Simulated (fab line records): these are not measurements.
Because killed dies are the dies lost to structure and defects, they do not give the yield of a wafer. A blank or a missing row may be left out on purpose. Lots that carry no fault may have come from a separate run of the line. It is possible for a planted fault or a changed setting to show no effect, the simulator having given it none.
A struck lot beside a sound one	flow n5 finfet	35 out of 1938 route steps
Sound: these wafers, L854.1, L854.4, L854.6. The struck wafers were L852.2, L852.3, L852.4. The cause is given at the end.
For every step that has rows: the tool of each side, followed by ch and its chambers, followed by its first start. Under that, the readings that differ: sound wafers	struck wafers	difference of the means	sigmas: that difference in standard deviations of wafers without a fault.
alike: readings with means less than 2 such deviations apart, plus words and numbers identical on both sides. not compared: withheld readings, readings lacking a value on some wafer, bounds such as >300 that could conceal the same value, and numbers that have no deviation in the record and whose values overlap.
Wherever a step has rows on one side only, a row that says differs or no value, or a row with sigmas, the two part there. Non-overlapping numbers with no deviation appear without sigmas and do not part them. A reading missing from all wafers of one side parts the sides only when that side holds two or more wafers.

first, 2 steps without rows for these wafers: N5_BEOL_M3_ETCH_41 (etches SiCN in CH3F/O2, target depth 29.9 nm, time 52.5 s); N5_BEOL_M3_STRIP_97 (strips in N2/H2, time 10 s).
N5_BEOL_M3_OCD_MEAS_38:
  sound: ocd-02 at day 10 13:07; struck: ocd-01 at day 10 12:29
  alike: trench depth nm
then, 4 steps without rows for these wafers: N5_BEOL_M3_HM_STRIP_39 (strips TiN in peroxide tin strip, target depth 25 nm, time 158 s); N5_BEOL_M3_SRD_40 (time 30 s); N5_BEOL_M3_PRECLEAN_42 (cleans in residue remover, time 60 s); N5_BEOL_M3_SRD_43 (time 30 s).
N5_BEOL_M3_CD_MEAS_35: target cd 18 nm, target cd y 21 nm.
  sound: cd sem-03 at day 10 13:16; struck: cd sem-03 at day 10 12:38
  alike: cd nm
N5_BEOL_M3_DEGAS_44: time 60 s.
  sound: pvd sputter-02 at day 10 13:19; struck: pvd sputter-02 at day 10 12:55
  alike: heater power w
then, 2 steps without rows for these wafers: N5_BEOL_M3_PRE_CLEAN_45 (time 30 s); N5_BEOL_M3_ALD_84 (deposits TaN, pulse time 2 s, purge time 3 s, co reactant purge time 2 s).
N5_BEOL_M3_SURFACE_TREAT_85:
  sound: pvd sputter-01 at day 10 14:21; struck: pvd sputter-02 at day 10 13:16
  alike: ar flow sccm
  not compared: throttle valve pct
N5_BEOL_M3_CVD_47: deposits Co from CCTBA/H2, target thk 3 nm, time 223.8 s.
  sound on cvd co-01 ch 0,1,2, day 10 14:38; struck on cvd co-01 ch 0,1,2, day 10 13:21
  no value came back on the struck wafers for chamber pressure Torr (Torr), run length s (s); on the sound wafers chamber pressure Torr (Torr) reads 30.08 29.95 29.95
then, 9 steps without rows for these wafers: N5_BEOL_M3_SPUTTER_48 (material Cu, target thk 4.5 nm, time 8.29 s); N5_BEOL_M3_ANNEAL_49 (time 240 s); N5_BEOL_M3_SPUTTER_79 (material Cu, target thk 4.5 nm, time 8.29 s); N5_BEOL_M3_ANNEAL_80 (time 240 s); N5_BEOL_M3_SPUTTER_81 (material Cu, target thk 4.5 nm, time 8.29 s); N5_BEOL_M3_ANNEAL_82 (time 240 s); N5_BEOL_M3_SPUTTER_86 (material Cu, target thk 4.5 nm, time 8.29 s); N5_BEOL_M3_ANNEAL_87 (time 240 s); N5_BEOL_M3_SPUTTER_88 (material Cu, target thk 4.5 nm, time 8.29 s).
N5_BEOL_M3_ANNEAL_89: time 240 s.
  sound: pvd sputter-03 at day 10 16:19; struck: pvd sputter-03 at day 10 14:29
  alike: heater power w
then, 2 steps without rows for these wafers: N5_BEOL_M3_SPUTTER_90 (material Cu, target thk 4.5 nm, time 8.29 s); N5_BEOL_M3_ANNEAL_91 (time 240 s).
N5_BEOL_M3_SPUTTER_92: material Cu, target thk 4.5 nm, time 8.29 s.
  sound: pvd sputter-03 at day 10 16:41; struck: pvd sputter-03 at day 10 14:50
  alike: chamber pressure pa, throttle valve pct
then, 2 steps without rows for these wafers: N5_BEOL_M3_ANNEAL_93 (time 240 s); N5_BEOL_M3_SPUTTER_94 (material Cu, target thk 4.5 nm, time 8.29 s).
N5_BEOL_M3_ANNEAL_95: time 240 s.
  sound: pvd sputter-03 at day 10 16:59; struck: pvd sputter-03 at day 10 15:08
  alike: heater power w
then, 3 steps without rows for these wafers: N5_BEOL_M3_SPUTTER_96 (material Cu, target thk 4.5 nm, time 8.29 s); N5_BEOL_M3_ECD_50 (material Cu, target thk 300 nm); N5_BEOL_M3_ANNEAL_51 (time 90 s).
N5_BEOL_M3_CMP_52: polishes, stops on SiOC, t overpolish 6.8 s, target thk 40 nm.
  sound on cmp-03 ch 1,3, day 10 17:37; struck on cmp-03 ch 0,1,2, day 10 15:49
reading	sound	struck	difference	sigmas
barrier field endpoint s (s)	23.9 24.3 25.1	20.8 20.3 20.6	-3.9	-6
model.Cu_of_BEOL_M3_ECD_50.thk nm (nm)	36.6 39.6 37.4	43.2 43.6 42.4	+5.2	
  alike: clearing platen rpm, motor current A, slurry filter dp kPa
  not compared: pad life wafers
N5_BEOL_M4_RC_MEAS_101:
  the record has rows for the sound wafers here (prober-02 ch 0, day 11 06:02) and none for the struck ones
-- the record jumps here: 4 days lie between the struck wafers' starts before and after (it left off in module BEOL_M4 and takes up again in module PASSIVATION, whose first step shown is number 1936 of the route) --
N5_PASSIVATION_PROBE_49:
  sound: prober-02 at day 15 10:36; struck: prober-02 at day 15 00:17
reading	sound	struck	difference	sigmas
defect limited yield (%)	91.7	0 0 0	-92	-61
killed_at_M0_to_M3	20	1117 1124 1132	+1104	+92
killed dies	98	1180 1180 1180	+1082	+60
killed on rim	14	152 152 152	+138	+34
sort_bin_5_function (%)	5.3	90.5 90.6 90.8	+85.3	+89
sort_bin_6_memory (%)	2.5	9.2 9.2 8.8	+6.6	+10
sort n pass	1082	0 0 0	-1082	-60
sort yield pct (%)	91.7	0 0 0	-92	-61
  alike: killed_at_M4_up, killed at contacts, killed at front end, killed at other, killed open, killed short

## WHERE THEY PART
At N5_BEOL_M3_CVD_47 first; at N5_PASSIVATION_PROBE_49 last (within this record only).

WHY: the cause the simulator had injected
Skipped step whole: cvd co-01, from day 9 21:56 on, at N5_BEOL_M3_CVD_47. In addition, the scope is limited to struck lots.
